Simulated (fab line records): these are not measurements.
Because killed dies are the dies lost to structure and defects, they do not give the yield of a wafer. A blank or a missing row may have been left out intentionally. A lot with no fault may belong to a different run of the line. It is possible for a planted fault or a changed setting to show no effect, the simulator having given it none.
Comparing a struck lot with a sound one	flow nand harc	15 steps out of a route of 1302
Sound: the wafers L234.2, L234.4, L234.5. The struck wafers were L243.2, L243.3, L243.5. The cause is named last.
Each step with rows lists, per side, the tool, then ch with its chambers, then its first start. Under that, the readings that differ: sound wafers	struck wafers	difference of the means	sigmas: that difference in standard deviations of wafers without a fault.
alike: words and numbers the same on both sides, and readings whose means are apart by under 2 such deviations; not compared: readings that were withheld, readings missing a value for some wafer, numbers with overlapping values and no deviation given by the record, and bounds like >300 which may hide the same value.
A row with sigmas, a row that says differs or no value, or rows on one side alone: a step with any of these is where the two part. Non-overlapping numbers with no deviation appear without sigmas and do not part them. A reading missing from all wafers of one side parts the sides only when that side holds two or more wafers.

first, 5 steps without rows for these wafers: NHARC_A_CONTACT_SOFTBAKE_03 (time 55 s); NHARC_A_CONTACT_EBR_04; NHARC_A_CONTACT_EXPOSE_05 (exposes mask A CC); NHARC_A_CONTACT_PEB_06 (peb time 65 s); NHARC_A_CONTACT_DEVELOP_07 (develop time 35 s).
NHARC_A_CONTACT_CD_MEAS_08: the cd target is 200 nm.
  sound on cd sem-02 ch 0, day 26 15:13; struck on cd sem-01 ch 0, day 30 11:37
  alike: cd nm
NHARC_A_CONTACT_OVL_MEAS_09:
  sound on overlay-01, day 26 15:18; struck on overlay-02, day 30 11:41
  alike: overlay x nm, overlay y nm
NHARC_A_CONTACT_INSPECT_10:
  sound on defect inspect-02, day 26 15:20; struck on defect inspect-01, day 30 11:44
  alike: raw defect count
NHARC_A_CONTACT_DESCUM_13: chemistry O2, time 3 s.
  sound on rie diel-08 ch 1,2, day 26 15:23; struck on rie diel-08 ch 0,2,3, day 30 11:47
  alike: drypump motor current A, oes product au, rf vpp V, showerhead plenum p Torr, throttle valve pct
  not compared: rf hours counter h
NHARC_A_CONTACT_ETCH_88: etches the open film in CF4, target depth 39 nm, time 65 s.
  sound on rie diel-08 ch 2,3, day 26 15:30; struck on rie diel-08 ch 0,2, day 30 11:53
reading	sound	struck	difference	sigmas
cf4 flow sccm (sccm)	150.3 150.4 150.4	149.0 149.7 149.2	-1.1	-2
  alike: bias w, drypump motor current A, oes product au, rf vpp V, showerhead plenum p Torr, throttle valve pct
  not compared: rf hours counter h
NHARC_A_CONTACT_ETCH_89: etches the open film in N2/H2, target depth 260 nm, time 475.3 s.
  sound: rie diel-08 ch 1,2,3; struck: rie diel-08 ch 0,1
  alike: bias w, chamber pressure mTorr, drypump motor current A, oes product au, rf vpp V, showerhead plenum p Torr, throttle valve pct
  not compared: rf hours counter h
NHARC_A_CONTACT_ETCH_30: etches the open film in CF4/CHF3, target depth 72.6 nm, time 36.3 s.
  sound: rie diel-08 ch 1,3; struck: rie diel-08 ch 1,2,3
  alike: bias w, cf4 flow sccm, drypump motor current A, oes product au, rf vpp V, showerhead plenum p Torr, throttle valve pct
  not compared: rf hours counter h
NHARC_A_CONTACT_ETCH_31: etches the open film in O2/COS, target depth 2800 nm, time 728 s.
  sound on rie diel-08 ch 1,2, day 26 16:14; struck on rie diel-08 ch 0,1,2, day 30 12:26
  no value came back on the struck wafers for any of 9 readings (bias w (W), chamber pressure mTorr (mTorr) and others); on the sound wafers bias w (W) reads 299.4 300.8 299.3
  not compared: rf hours counter h
NHARC_A_CONTACT_ETCH_134: etches the open film in C4F8/O2/Ar, time 140 s, target depth 700 nm.
  sound on har cap etch-03 ch 0, day 26 16:46; struck on har cap etch-03 ch 0,1, day 30 12:56
  alike: chamber pressure mTorr, oes air line au
  not compared: rf hours counter h
-- break in the record here, with 3 days between the starts of the struck wafers on either side (left off in module A_CONTACT, picked up again in module END, where the first step shown is number 1302 on the route) --
NHARC_END_SORT_01:
  the record has rows for the struck wafers here (prober-02 ch 0, day 33 01:46) and none for the sound ones

## WHERE THEY PART
Last at NHARC_END_SORT_01 as far as this record goes, first at NHARC_A_CONTACT_ETCH_88.

WHY: whatever the simulator had introduced
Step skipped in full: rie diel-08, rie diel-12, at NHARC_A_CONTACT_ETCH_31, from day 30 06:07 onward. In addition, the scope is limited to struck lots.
